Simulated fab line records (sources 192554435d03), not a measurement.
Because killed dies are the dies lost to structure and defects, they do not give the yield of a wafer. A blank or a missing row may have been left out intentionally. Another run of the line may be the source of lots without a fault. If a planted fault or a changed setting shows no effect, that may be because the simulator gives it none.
Lot-split experiment	flow n5_finfet	21 wafers read from 7 lots, route of 1938 steps

## THE SPLIT ITSELF
At N5_MOL_CONTACT_COAG_ALD_123 (deposits SiNx, target thk 5 nm, pulse time 1 s, purge time 2 s), the setting ald_cycles was moved away from the recipe's 100 on 10 of the 21 wafers read, by -13.0% to +10.0%. This setting was run at the recipe's value on the other wafers.

## FROM THE SPLIT TO THE READING: what the file shows between them, 5 steps
- N5_MOL_CONTACT_COAG_VIA_ETCH_46: etches SiO2 in C4F6/O2, target depth 46 nm, overetch 9.2 nm, time 40 s (also split here: bias_w)
- N5_MOL_CONTACT_COAG_STRIP_96: strips in N2/H2
- N5_MOL_CONTACT_COAG_ETCH_47: etches SiNx in CH3F/O2, stops on W, target depth 27 nm
- N5_MOL_CONTACT_COAG_STRIP_120: strips in CHF3
- N5_MOL_CONTACT_COAG_VIA_ETCH_117: etches SiO2 in C4F6/O2, target depth 40 nm, overetch 8 nm, time 26 s

## THE READING
etch.depth_nm (the simulator's own value, which no gauge read), in nm, at N5_MOL_CONTACT_COAG_ETCH_124 (etches SiNx in CH3F/O2, stops on SiOC, target depth 6.5 nm). There is no usual value for it anywhere in the file. The 11 wafers here that ran the recipe average 5.002 nm, standard deviation 0.016 nm.

wafer	tool, chamber at the split	ald_cycles as run	against the recipe	etch.depth_nm, nm	against lot-mates on the recipe
L074.1	ald_sin-01, 2,1	96	-4.0%	4.764	-0.242
L074.2	ald_sin-01, 0	100	recipe	5.006	-
L074.4	ald_sin-01, 2,1	96	-4.0%	4.783	-0.223
L077.1	ald_sin-02, 2,0	100	recipe	5.004	-
L077.5	ald_sin-02, 2,0	100	recipe	4.982	-
L077.6	ald_sin-02, 1	87	-13.0%	4.371	-0.622
L079.1	ald_sin-01, 0,1,3	91	-9.0%	4.54	no lot-mate on the recipe
L079.2	ald_sin-01, 0,1,3	91	-9.0%	4.511	no lot-mate on the recipe
L079.3	ald_sin-01, 0,1,3	91	-9.0%	4.528	no lot-mate on the recipe
L080.1	ald_sin-02, 2,0,2	100	recipe	5.021	-
L080.4	ald_sin-02, 2,0,2	100	recipe	4.995	-
L080.6	ald_sin-02, 2,0,2	100	recipe	5.034	-
L084.2	ald_sin-03, 0,3,0	100	recipe	5.001	-
L084.3	ald_sin-03, 0,3,0	100	recipe	5.007	-
L084.6	ald_sin-03, 0,3,0	100	recipe	5.003	-
L090.2	ald_sin-01, 2,3	100	recipe	4.974	-
L090.4	ald_sin-01, 2,3	100	recipe	4.99	-
L090.5	ald_sin-01, 3	91	-9.0%	4.53	-0.452
L092.1	ald_sin-03, 1,0	110	+10.0%	5.5	no lot-mate on the recipe
L092.2	ald_sin-03, 2	110	+10.0%	5.474	no lot-mate on the recipe
L092.3	ald_sin-03, 1,0	110	+10.0%	5.504	no lot-mate on the recipe
If several chambers appear in one row, that row covers several wafers at once and the file leaves open which wafer was in which chamber.

THE FIT
A straight line over all 21 wafers: etch.depth_nm changes by +0.0505 nm for each +1% of ald_cycles; r = +1.00; the points scatter about the line by 0.019 nm.
The same after taking each lot's own level away (the mean of its wafers on the recipe; 15 wafers): +0.0493 nm for each +1%; r = +1.00; scatter 0.018 nm.
According to that fit, moving ald_cycles by its largest amount changes the reading by 0.64 nm.
Across the lots, their own levels run from 4.9820 to 5.0167 nm, a range of 2.2 times the standard deviation given above.
The two slopes agree, so the slope changes little with the lot-to-lot level.
Check: for one of the wafers moved furthest among these (-13.0%), held out of the fit, the line's prediction against its lot-mates is -0.68 nm. Against them it came out at -0.622 nm.

## FURTHER SPLITS ON THESE WAFERS
Note: prior to the reading, these wafers also went through further splits. Each is held against what the fit with the lots' levels taken away leaves over:
other split on the same wafers	wafers away from the commonest value	r with etch.depth_nm (lot level and that fit taken away)
N5_MOL_CONTACT_COAG_COAT_02 spin_rpm	7	-0.42
N5_MOL_CONTACT_COAG_ALD_27 ald_cycles	7	+0.17
N5_MOL_CONTACT_COAG_VIA_ETCH_46 bias_w	5	+0.22

## THE WHOLE CHAIN: every reading that the file lists as answering this split, in the file's order
step	what it does	reading	change (the file's fit)	r (the file's)
N5_MOL_CONTACT_COAG_ALD_123	deposits SiNx, target thk 5 nm, pulse time 1 s, purge time 2 s	SiNx_of_MOL_CONTACT_COAG_ALD_123.thk_nm (the simulator's own value, which no gauge read)	+0.0459 nm for each +1% of the setting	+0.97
N5_MOL_CONTACT_COAG_ETCH_124	etches SiNx in CH3F/O2, stops on SiOC, target depth 6.5 nm	etch.depth_nm (the simulator's own value, which no gauge read)	+0.0492 nm for each +1% of the setting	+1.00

## FILE'S OWN FIT
etch.depth_nm changes by +0.0492 nm for each +1% of ald_cycles, r = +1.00.
